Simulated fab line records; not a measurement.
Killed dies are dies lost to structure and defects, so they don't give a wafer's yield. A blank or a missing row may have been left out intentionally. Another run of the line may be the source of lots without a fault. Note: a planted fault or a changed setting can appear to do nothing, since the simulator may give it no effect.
Matching of chambers	flow n5Finfet	N5_BEOL_M1_ALD_84 on aldMetal-03 has 4 sister chambers
The step deposits TaN, pulse time 2 s, purge time 3 s, co reactant purge time 2 s. 4 wafers are shown with their chamber, then 7 later ones without.

== WAFERS WITH THEIR CHAMBER ==
wafer	chamber	heaterPowerW (W)
L083.4	0	365
L084.5	2	429
L089.2	1	431
L089.4	3	454

== WAFERS WITH NO CHAMBER GIVEN ==
wafer	heaterPowerW (W)
L089.5	441
L092.1	455
L092.2	437
L092.3	353
L095.3	437
L095.4	448
L095.5	424

== THE CHAMBER EACH PASSED THROUGH ==
wafer	from the rows above	in truth
L089.5	can't be placed: 1 or 2 or 3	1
L092.1	3	3
L092.2	can't be placed: 1 or 2 or 3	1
L092.3	0	0
L095.3	can't be placed: 1 or 2 or 3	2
L095.4	can't be placed: 3 or 1 or 2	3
L095.5	can't be placed: 2 or 1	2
Correct placement for 2 of the 7. These rows do not allow placing 5 (true chamber among the candidates in 5). Number placed wrongly: 0.
How it was worked out, from the rows above alone: a wafer's distance from a chamber is the root of the sum, over the readings, of the square of ((its reading less the chamber's mean) divided by the reading's scatter). The wafer belongs to the nearest chamber; if the next one is less than 2 further off, it can't be placed. The mean given for a chamber averages the wafers shown for that chamber. The scatter (one wafer shown for each chamber): square how far every hidden wafer sits from the nearest shown wafer, average those squares and take the square root.
